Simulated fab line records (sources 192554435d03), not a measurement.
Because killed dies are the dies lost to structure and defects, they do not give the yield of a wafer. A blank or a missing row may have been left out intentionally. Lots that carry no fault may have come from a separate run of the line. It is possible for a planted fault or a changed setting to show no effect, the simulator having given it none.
Lot-split experiment :: flow n5Finfet :: route with 1938 steps; 7 lots, 21 wafers read

ABOUT THE SPLIT
At N5_BEOL_M5_ETCH_41 (etches SiCN in CH3F/O2, target depth 31.5 nm, time 56.7 s), the setting sourceW was moved away from the recipe's 395 W on 8 of the 21 wafers read, by -9.2% to +6.9%. All remaining wafers had this setting at the recipe value.

The reading is taken at the split's own step.

THE READING
rfVppV, in V, at N5_BEOL_M5_ETCH_41 (etches SiCN in CH3F/O2, target depth 31.5 nm, time 56.7 s). Fault-free wafers of this fab line usually give 297.0 V, standard deviation 1.1 V.

wafer: L077.2
tool, chamber at the split: rieDiel-05, 0
sourceW as run, W: 395
against the recipe: recipe
rfVppV, V: 296.8
against lot-mates on the recipe: -

wafer: L077.4
tool, chamber at the split: rieDiel-05, 3
sourceW as run, W: 395
against the recipe: recipe
rfVppV, V: 297.7
against lot-mates on the recipe: -

wafer: L077.5
tool, chamber at the split: rieDiel-05, 3
sourceW as run, W: 395
against the recipe: recipe
rfVppV, V: 299.3
against lot-mates on the recipe: -

wafer: L076.1
tool, chamber at the split: rieDiel-01, 0
sourceW as run, W: 367.3
against the recipe: -7.0%
rfVppV, V: 304.5
against lot-mates on the recipe: +8.3

wafer: L076.2
tool, chamber at the split: rieDiel-01, 1
sourceW as run, W: 395
against the recipe: recipe
rfVppV, V: 296.0
against lot-mates on the recipe: -

wafer: L076.6
tool, chamber at the split: rieDiel-01, 1
sourceW as run, W: 395
against the recipe: recipe
rfVppV, V: 296.4
against lot-mates on the recipe: -

wafer: L081.4
tool, chamber at the split: rieDiel-01, 3
sourceW as run, W: 395
against the recipe: recipe
rfVppV, V: 295.4
against lot-mates on the recipe: -

wafer: L081.5
tool, chamber at the split: rieDiel-01, 2
sourceW as run, W: 358.6
against the recipe: -9.2%
rfVppV, V: 306.1
against lot-mates on the recipe: +10.7

wafer: L081.6
tool, chamber at the split: rieDiel-01, 1
sourceW as run, W: 358.6
against the recipe: -9.2%
rfVppV, V: 305.3
against lot-mates on the recipe: +9.9

wafer: L080.2
tool, chamber at the split: rieDiel-01, 3
sourceW as run, W: 395
against the recipe: recipe
rfVppV, V: 294.7
against lot-mates on the recipe: -

wafer: L080.5
tool, chamber at the split: rieDiel-01, 3
sourceW as run, W: 395
against the recipe: recipe
rfVppV, V: 296.4
against lot-mates on the recipe: -

wafer: L080.6
tool, chamber at the split: rieDiel-01, 2
sourceW as run, W: 395
against the recipe: recipe
rfVppV, V: 296.8
against lot-mates on the recipe: -

wafer: L085.2
tool, chamber at the split: rieDiel-05, 2
sourceW as run, W: 422.3
against the recipe: +6.9%
rfVppV, V: 291.0
against lot-mates on the recipe: -6.0

wafer: L085.3
tool, chamber at the split: rieDiel-05, 3
sourceW as run, W: 395
against the recipe: recipe
rfVppV, V: 297.0
against lot-mates on the recipe: -

wafer: L085.5
tool, chamber at the split: rieDiel-05, 0
sourceW as run, W: 422.3
against the recipe: +6.9%
rfVppV, V: 289.8
against lot-mates on the recipe: -7.2

wafer: L084.1
tool, chamber at the split: rieDiel-03, 3
sourceW as run, W: 362.4
against the recipe: -8.3%
rfVppV, V: 305.3
against lot-mates on the recipe: +7.8

wafer: L084.4
tool, chamber at the split: rieDiel-03, 0
sourceW as run, W: 395
against the recipe: recipe
rfVppV, V: 298.0
against lot-mates on the recipe: -

wafer: L084.5
tool, chamber at the split: rieDiel-03, 2
sourceW as run, W: 395
against the recipe: recipe
rfVppV, V: 297.1
against lot-mates on the recipe: -

wafer: L095.1
tool, chamber at the split: rieDiel-05, 0
sourceW as run, W: 395
against the recipe: recipe
rfVppV, V: 296.1
against lot-mates on the recipe: -

wafer: L095.2
tool, chamber at the split: rieDiel-05, 1
sourceW as run, W: 362
against the recipe: -8.4%
rfVppV, V: 307.5
against lot-mates on the recipe: +11.4

wafer: L095.5
tool, chamber at the split: rieDiel-05, 0
sourceW as run, W: 362
against the recipe: -8.4%
rfVppV, V: 305.0
against lot-mates on the recipe: +8.9

FIT RESULTS
A straight line over all 21 wafers: rfVppV changes by -1.02 V for each +1% of sourceW; r = -0.98; the points scatter about the line by 1.1 V.
The same after taking each lot's own level away (the mean of its wafers on the recipe; 21 wafers): -1.08 V for each +1%; r = -0.99; scatter 0.91 V.
According to that fit, moving sourceW by its largest amount changes the reading by 10 V.
Across the lots, their own levels run from 295.40 to 297.93 V, a range of 2.3 times the standard deviation given above.
Hence the lot-to-lot level has little effect on the slope; both slopes agree.
Check: with one of the wafers moved furthest among these (-9.2%) left out of the fit, the line predicts +10.1 V for it against its lot-mates. Against them it came out at +10.7 V.
Tool readings at the split's step, against how far the setting was moved: rfVppV r = -0.98.

OTHER SPLITS APPLIED TO THESE WAFERS
Other splits were also applied to these wafers ahead of the reading. Each is held against what the fit with the lots' levels taken away leaves over:
other split on the same wafers: N5_BEOL_M3_COAT_22 spinRpm
wafers away from the commonest value: 3
r with rfVppV (lot level and that fit taken away): +0.23

other split on the same wafers: N5_BEOL_M4_ILD_DEP_00 timeS
wafers away from the commonest value: 5
r with rfVppV (lot level and that fit taken away): +0.10

other split on the same wafers: N5_BEOL_M5_COAT_66 spinRpm
wafers away from the commonest value: 6
r with rfVppV (lot level and that fit taken away): -0.13

other split on the same wafers: N5_BEOL_M5_COAT_74 tempC
wafers away from the commonest value: 7
r with rfVppV (lot level and that fit taken away): -0.29

other split on the same wafers: N5_BEOL_M5_TRENCH_ETCH_37 timeS
wafers away from the commonest value: 7
r with rfVppV (lot level and that fit taken away): +0.27

THE FILE'S OWN FIT
rfVppV changes by -1.09 V for each +1% of sourceW, r = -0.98.
